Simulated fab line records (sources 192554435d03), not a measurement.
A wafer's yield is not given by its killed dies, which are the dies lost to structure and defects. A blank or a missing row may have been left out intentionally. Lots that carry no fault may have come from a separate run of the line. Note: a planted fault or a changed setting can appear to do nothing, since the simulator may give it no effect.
Chamber matching ; flow n5_finfet ; N5_FIN_SAQP_FIN_ETCH_36 on rie_si-05: 4 sister chambers
The step etches the open film in HBr/Cl2/O2, target depth 120 nm, time 50.4 s. 27 wafers are shown with their chamber, then 12 later ones without.

## EACH WAFER AND ITS CHAMBER
wafer;chamber;throttle_valve_pct (%);drypump_motor_current_A (A);oes_product_au (a.u.)
L074.1;0;36.05;6.1;0.998
L074.4;2;36.01;6.1;1.025
L074.5;1;35.66;6.9;1.035
L075.2;2;36.02;6.1;1.037
L075.4;3;35.80;6.1;1.002
L075.6;1;35.65;6.8;1.037
L077.1;0;36.04;6.1;0.988
L077.2;2;36.01;6.2;1.041
L077.5;0;36.04;6.0;1.000
L078.2;3;35.83;6.1;0.995
L078.4;0;36.06;6.0;1.002
L078.6;1;35.69;6.8;1.024
L080.3;3;35.81;6.1;1.012
L080.5;3;35.80;6.1;1.005
L080.6;0;36.03;6.0;0.998
L081.2;0;36.01;6.0;1.001
L081.3;2;36.00;6.1;1.039
L081.4;1;35.67;6.9;1.024
L083.1;2;36.02;6.1;1.030
L083.2;3;35.81;6.1;1.008
L083.3;1;35.66;6.8;1.036
L088.1;2;36.01;6.1;1.020
L088.4;0;36.06;6.0;0.989
L088.6;3;35.83;6.1;0.998
L090.1;2;36.00;6.1;1.042
L090.3;3;35.80;6.1;1.020
L090.4;1;35.66;6.8;1.034

SIGNATURES (averages over the wafers above)
reading;chamber 0;chamber 1;chamber 2;chamber 3;scatter within a chamber
throttle_valve_pct;36.0414;35.6650;36.0100;35.8114;0.0137
drypump_motor_current_A;6.029;6.833;6.114;6.100;0.0397
oes_product_au;0.99657;1.03167;1.03343;1.00571;0.00738
Rule: a wafer's distance from a chamber is the root of the sum, over the readings, of the square of ((its reading less the chamber's mean) divided by the reading's scatter). If the next closest chamber is less than 2 further off than the closest, the wafer can't be placed; otherwise it belongs to the closest. The scatter: take each reading less its chamber's mean, square it, sum over the shown wafers, divide by the number of wafers less the number of chambers, and take the root.

## WAFERS WITH NO CHAMBER GIVEN
wafer;throttle_valve_pct (%);drypump_motor_current_A (A);oes_product_au (a.u.)
L091.2;35.65;6.8;1.032
L091.5;36.01;6.1;1.047
L091.6;35.66;6.8;1.032
L092.1;36.04;6.0;1.007
L092.2;36.00;6.2;1.032
L092.4;36.04;6.0;1.004
L093.1;36.03;6.1;1.014
L093.3;36.03;6.1;1.029
L093.4;35.68;6.8;1.040
L095.3;36.04;6.1;0.999
L095.4;36.01;6.1;1.034
L095.6;35.80;6.1;1.012

## EACH ONE'S CHAMBER
wafer;from the rows above;in truth
L091.2;1;1
L091.5;2;2
L091.6;1;1
L092.1;0;0
L092.2;2;2
L092.4;0;0
L093.1;can't be placed: 2 or 0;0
L093.3;2;2
L093.4;1;1
L095.3;0;0
L095.4;2;2
L095.6;3;3
Correctly placed: 11 of 12. Unplaceable from these rows: 1, with the true chamber sitting among the candidates in 1. Placed wrongly: 0.
